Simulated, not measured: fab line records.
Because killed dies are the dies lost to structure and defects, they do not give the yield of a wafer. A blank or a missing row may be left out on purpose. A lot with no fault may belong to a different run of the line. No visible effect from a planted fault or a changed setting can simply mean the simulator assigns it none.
Chamber matching :: flow n5-finfet :: N5_BEOL_M1_PRE_CLEAN_60 on cvd-co-01 has 3 sister chambers
The step time 15 s. 20 wafers are shown with their chamber, then 10 later ones without.

WAFERS, EACH WITH ITS CHAMBER
wafer: L074.1
chamber: 0
heater-power-outer-w (W): 0
heater-power-w (W): 41

wafer: L074.4
chamber: 0
heater-power-outer-w (W): 0
heater-power-w (W): 42

wafer: L074.5
chamber: 0
heater-power-outer-w (W): 0
heater-power-w (W): 42

wafer: L075.3
chamber: 2
heater-power-outer-w (W): 32
heater-power-w (W): 96

wafer: L075.4
chamber: 0
heater-power-outer-w (W): 0
heater-power-w (W): 44

wafer: L075.6
chamber: 2
heater-power-outer-w (W): 30
heater-power-w (W): 99

wafer: L081.1
chamber: 0
heater-power-outer-w (W): 0
heater-power-w (W): 42

wafer: L081.3
chamber: 0
heater-power-outer-w (W): 0
heater-power-w (W): 42

wafer: L081.6
chamber: 2
heater-power-outer-w (W): 31
heater-power-w (W): 99

wafer: L084.2
chamber: 2
heater-power-outer-w (W): 31
heater-power-w (W): 97

wafer: L084.4
chamber: 0
heater-power-outer-w (W): 0
heater-power-w (W): 42

wafer: L084.6
chamber: 2
heater-power-outer-w (W): 32
heater-power-w (W): 98

wafer: L085.2
chamber: 0
heater-power-outer-w (W): 0
heater-power-w (W): 42

wafer: L085.3
chamber: 2
heater-power-outer-w (W): 31
heater-power-w (W): 97

wafer: L085.4
chamber: 1
heater-power-outer-w (W): 20
heater-power-w (W): 72

wafer: L086.1
chamber: 0
heater-power-outer-w (W): 0
heater-power-w (W): 42

wafer: L086.3
chamber: 1
heater-power-outer-w (W): 20
heater-power-w (W): 73

wafer: L086.5
chamber: 0
heater-power-outer-w (W): 0
heater-power-w (W): 43

wafer: L088.1
chamber: 2
heater-power-outer-w (W): 32
heater-power-w (W): 98

wafer: L088.2
chamber: 0
heater-power-outer-w (W): 0
heater-power-w (W): 42

SIGNATURES (means of the wafers above)
reading: heater-power-outer-w
chamber 0: 0.00
chamber 1: 20.00
chamber 2: 31.29
scatter within a chamber: 0.449

reading: heater-power-w
chamber 0: 42.18
chamber 1: 72.50
chamber 2: 97.71
scatter within a chamber: 0.893
Rule: for each reading, subtract the chamber's mean from the wafer's reading, divide by that reading's scatter and square the result; add these up over the readings and take the root, which gives the wafer's distance from the chamber. The wafer belongs to the nearest chamber; if the next one is less than 2 further off, it can't be placed. The scatter: take each reading less its chamber's mean, square it, sum over the shown wafers, divide by the number of wafers less the number of chambers, and take the root.

WAFERS WITHOUT THEIR CHAMBER
wafer: L088.5
heater-power-outer-w (W): 31
heater-power-w (W): 100

wafer: L087.2
heater-power-outer-w (W): 20
heater-power-w (W): 73

wafer: L087.4
heater-power-outer-w (W): 31
heater-power-w (W): 101

wafer: L087.5
heater-power-outer-w (W): 0
heater-power-w (W): 41

wafer: L089.3
heater-power-outer-w (W): 0
heater-power-w (W): 41

wafer: L089.4
heater-power-outer-w (W): 0
heater-power-w (W): 43

wafer: L089.5
heater-power-outer-w (W): 20
heater-power-w (W): 74

wafer: L092.2
heater-power-outer-w (W): 32
heater-power-w (W): 100

wafer: L092.4
heater-power-outer-w (W): 20
heater-power-w (W): 74

wafer: L092.5
heater-power-outer-w (W): 31
heater-power-w (W): 100

WHICH CHAMBER EACH ONE RAN IN
wafer: L088.5
from the rows above: 2
in truth: 2

wafer: L087.2
from the rows above: 1
in truth: 1

wafer: L087.4
from the rows above: 2
in truth: 2

wafer: L087.5
from the rows above: 0
in truth: 0

wafer: L089.3
from the rows above: 0
in truth: 0

wafer: L089.4
from the rows above: 0
in truth: 0

wafer: L089.5
from the rows above: 1
in truth: 1

wafer: L092.2
from the rows above: 2
in truth: 2

wafer: L092.4
from the rows above: 1
in truth: 1

wafer: L092.5
from the rows above: 2
in truth: 2
Placed correctly: 10 of 10. Can't be placed from these rows: 0. Number placed wrongly: 0.
